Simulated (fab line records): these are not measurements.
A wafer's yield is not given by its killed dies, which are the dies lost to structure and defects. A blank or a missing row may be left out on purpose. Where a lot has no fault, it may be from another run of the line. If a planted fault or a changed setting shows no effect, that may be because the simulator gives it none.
Which tool did it? ; flow n5-finfet ; 27 wafers from 9 lots sampled at 3 of the route's 1938 steps

## WHAT THE GAUGES SHOWED, per wafer
N5_PMOS_HMC_CHANNEL_EPI_INSPECT_11: inspects for defects (macro).
lot;measured;on;raw-defect-count
L979;day 2 05:15;defect-inspect-01;3 4 2
L980;day 2 12:05;defect-inspect-01;0 5 1
L981;day 2 18:37;defect-inspect-01;2 5 2
L982;day 2 23:22;defect-inspect-01;3 2 2
L988;day 4 11:37;defect-inspect-01;4 2 2
L993;day 5 17:28;defect-inspect-01;4 2 1
L994;day 5 23:11;defect-inspect-01;244 1 >300
L999;day 7 05:29;defect-inspect-02;2 1 2
L100;day 7 13:44;defect-inspect-01;3 9 5

## WHICH TOOL RAN EACH LOT (tool, then ch and the chambers of the sampled wafers, then the start)
lot;N5_ZERO_LAYER_ETCH_18;N5_PMOS_HMC_CHANNEL_EPI_HM_DEP_34
L979;rie-si-02 ch 0,3, day 2 00:47;pecvd-04 ch 1, day 2 04:46
L980;rie-si-05 ch 1,2,3, day 2 07:14;pecvd-03 ch 0,1,2, day 2 11:45
L981;rie-si-03 ch 0,1,3, day 2 13:59;pecvd-01 ch 1, day 2 18:07
L982;rie-si-03 ch 2,3, day 2 18:53;pecvd-01 ch 0,1, day 2 22:55
L988;rie-si-02 ch 0,3, day 4 06:48;pecvd-04 ch 0,1,2, day 4 11:17
L993;rie-si-03 ch 2,3, day 5 12:55;pecvd-04 ch 0,1, day 5 17:08
L994;rie-si-02 ch 1,3, day 5 18:47;pecvd-04 ch 0,1, day 5 22:43
L999;rie-si-02 ch 0,1,2, day 7 00:55;pecvd-01 ch 0,1,2, day 7 05:01
L100;rie-si-03 ch 1,2, day 7 06:47;pecvd-01 ch 0,1, day 7 13:24
- N5_ZERO_LAYER_ETCH_18: etches Si in HBr/Cl2, target depth 120 nm, time 40 s.
- N5_PMOS_HMC_CHANNEL_EPI_HM_DEP_34: deposits SiO2 from TEOS/O2, target thk 36 nm, time 6.9 s.

## THE ANSWER, worked out from the rows above alone
Rule: what is usual is taken from the lots themselves. Put in order of their means at a reading, lots are off if they are a third of the lots or fewer, leave a main group of 4 or more, and stand apart from it by a gap of 3 or more times the standard deviation of the main group's means; of several such gaps the widest counts. A main group whose means are all the same, to the digits that the tables above print for the reading, isn't used. Also off: a lot with no number at a reading for which 4 or more lots have one. The other lots that the step has rows for count as sound.
Off at N5_PMOS_HMC_CHANNEL_EPI_INSPECT_11 (raw-defect-count): L994. For the main group the mean is 2.8 and the standard deviation 1.2.
A tool fits if, at a process step before that reading, it ran every lot that is off, and no sound lot after the first of them. The gauges at N5_PMOS_HMC_CHANNEL_EPI_INSPECT_11 are tried like those tools. One fits: pecvd-04 at N5_PMOS_HMC_CHANNEL_EPI_HM_DEP_34. Its last sound lot is L993 (day 5 17:08), its first lot that is off L994 (day 5 22:43): a fault that began between those two fits.

## WHAT WAS PUT IN BY THE SIMULATOR
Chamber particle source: pecvd-04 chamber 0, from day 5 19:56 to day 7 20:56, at N5_PMOS_HMC_CHANNEL_EPI_HM_DEP_34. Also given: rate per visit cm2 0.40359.
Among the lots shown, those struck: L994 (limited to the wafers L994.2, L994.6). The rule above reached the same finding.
